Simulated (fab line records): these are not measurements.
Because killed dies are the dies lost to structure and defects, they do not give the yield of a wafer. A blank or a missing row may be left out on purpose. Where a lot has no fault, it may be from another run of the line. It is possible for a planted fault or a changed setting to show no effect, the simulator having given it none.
Split-lot trial ; flow n5-finfet ; route with 1938 steps; 7 lots, 39 wafers read

== ON THE SPLIT ==
At N5_MOL_CONTACT_COAG_ETCH_124 (etches SiNx in CH3F/O2, stops on SiOC, target depth 6.5 nm), the setting target-depth-a was moved away from the recipe's 65 angstrom on 12 of the 39 wafers read, by -55.8% to +50.2%. For the rest of the wafers, this setting stayed at what the recipe calls for.

Between the split and the reading, the file records no step.

== THE READING ==
SOC_of_MOL_CONTACT_COAG_COAT_62.thk-nm (the simulator's own value, which no gauge read), in nm, at N5_MOL_CONTACT_COAG_ETCH_48 (etches SiOC in C4F6/O2, target depth 15 nm, overetch 4.5 nm, time 17 s). The file gives no usual value for it. The 27 wafers here that ran the recipe average 45.9 nm, standard deviation 0.38 nm.

wafer;tool, chamber at the split;target-depth-a as run, angstrom;against the recipe;SOC_of_MOL_CONTACT_COAG_COAT_62.thk-nm, nm;against lot-mates on the recipe
L074.1;rie-diel-03, 2;65;recipe;46.2;-
L074.2;rie-diel-03, 1;65;recipe;45.6;-
L074.3;rie-diel-03, 0;65;recipe;45.4;-
L074.5;rie-diel-03, 0;65;recipe;45.4;-
L074.4;rie-diel-03, 1;65;recipe;45.8;-
L074.6;rie-diel-03, 2;65;recipe;46.4;-
L079.1;rie-diel-03, 1;65;recipe;45.8;-
L079.4;rie-diel-03, 0;65;recipe;45.8;-
L079.2;rie-diel-03, 3;65;recipe;46.2;-
L079.3;rie-diel-03, 2;65;recipe;46.2;-
L079.5;rie-diel-03, 2;65;recipe;46.2;-
L079.6;rie-diel-03, 3;65;recipe;46.6;-
L082.1;rie-diel-01, 2;65;recipe;46;-
L082.2;rie-diel-01, 3;28.74;-55.8%;48.2;+2.3
L082.3;rie-diel-01, 0;28.74;-55.8%;47.8;+1.9
L082.4;rie-diel-01, 1;65;recipe;45.8;-
L082.5;rie-diel-01, 0;65;recipe;45.8;-
L082.6;rie-diel-01, 1;28.74;-55.8%;47.4;+1.5
L081.1;rie-diel-01, 2;85.68;+31.8%;44.8;-0.8
L081.2;rie-diel-01, 1;85.68;+31.8%;44.4;-1.2
L081.3;rie-diel-01, 3;85.68;+31.8%;45.2;-0.4
L081.4;rie-diel-01, 0;65;recipe;45.6;-
L081.5;rie-diel-01, 2;65;recipe;45.8;-
L081.6;rie-diel-01, 1;65;recipe;45.4;-
L086.1;rie-diel-01, 3;65;recipe;46.8;-
L086.3;rie-diel-01, 2;65;recipe;46.6;-
L086.6;rie-diel-01, 2;65;recipe;46.4;-
L091.1;rie-diel-04, 1;97.66;+50.2%;44;-1.8
L091.2;rie-diel-04, 3;97.66;+50.2%;44.4;-1.4
L091.3;rie-diel-04, 0;65;recipe;45.6;-
L091.5;rie-diel-04, 1;65;recipe;45.6;-
L091.4;rie-diel-04, 2;65;recipe;46.2;-
L091.6;rie-diel-04, 0;97.66;+50.2%;44.2;-1.6
L094.1;rie-diel-03, 0;50.77;-21.9%;46.2;+0.4
L094.2;rie-diel-03, 1;65;recipe;45.8;-
L094.3;rie-diel-03, 3;50.77;-21.9%;47.4;+1.6
L094.4;rie-diel-03, 2;65;recipe;46;-
L094.5;rie-diel-03, 0;65;recipe;45.6;-
L094.6;rie-diel-03, 1;50.77;-21.9%;46.4;+0.6

FIT RESULTS
A straight line over all 39 wafers: SOC_of_MOL_CONTACT_COAG_COAT_62.thk-nm changes by -0.0341 nm for each +1% of target-depth-a; r = -0.90; the points scatter about the line by 0.39 nm.
The same after taking each lot's own level away (the mean of its wafers on the recipe; 39 wafers): -0.0327 nm for each +1%; r = -0.93; scatter 0.31 nm.
That fit puts the effect of the largest move of target-depth-a on the reading at 1.8 nm.
Measured against the standard deviation above, the lots' own levels, which go from 45.60 to 46.60 nm, span 2.6 times it.
The two slopes agree, so the slope changes little with the lot-to-lot level.
Check: for one of the wafers moved furthest among these (-55.8%), held out of the fit, the line's prediction against its lot-mates is +1.77 nm. Against them it came out at +2.33 nm.

== ADDITIONAL SPLITS CARRIED BY THESE WAFERS ==
Before the reading, these wafers also passed through other splits. Each is held against what the fit with the lots' levels taken away leaves over:
other split on the same wafers;wafers away from the commonest value;r with SOC_of_MOL_CONTACT_COAG_COAT_62.thk-nm (lot level and that fit taken away)
N5_FIN_SAQP_MANDREL_ETCH_22 target-depth-a;6;+0.11
N5_SD_EPI_N_DESCUM_14 time-s;18;+0.13
N5_HKMG_FIN_DEVELOP_11 develop-time-s;18;-0.28

== THE WHOLE CHAIN: every reading that the file lists as answering this split, in the file's order ==
step;what it does;reading;change (the file's fit);r (the file's)
N5_MOL_CONTACT_COAG_ETCH_124;etches SiNx in CH3F/O2, stops on SiOC, target depth 6.5 nm;etch.depth-nm (the simulator's own value, which no gauge read);not straight: 2.85 at the lowest setting, 5.008 at the recipe, 5.007 at the highest;not given
N5_MOL_CONTACT_COAG_ETCH_124;etches SiNx in CH3F/O2, stops on SiOC, target depth 6.5 nm;SOC_of_MOL_CONTACT_COAG_COAT_62.thk-nm (the simulator's own value, which no gauge read);-0.0324 nm for each +1% of the setting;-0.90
N5_MOL_CONTACT_COAG_ETCH_48;etches SiOC in C4F6/O2, target depth 15 nm, overetch 4.5 nm, time 17 s;SOC_of_MOL_CONTACT_COAG_COAT_62.thk-nm (the simulator's own value, which no gauge read);-0.0326 nm for each +1% of the setting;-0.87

== THE FILE'S OWN FIT ==
SOC_of_MOL_CONTACT_COAG_COAT_62.thk-nm changes by -0.0326 nm for each +1% of target-depth-a, r = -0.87.
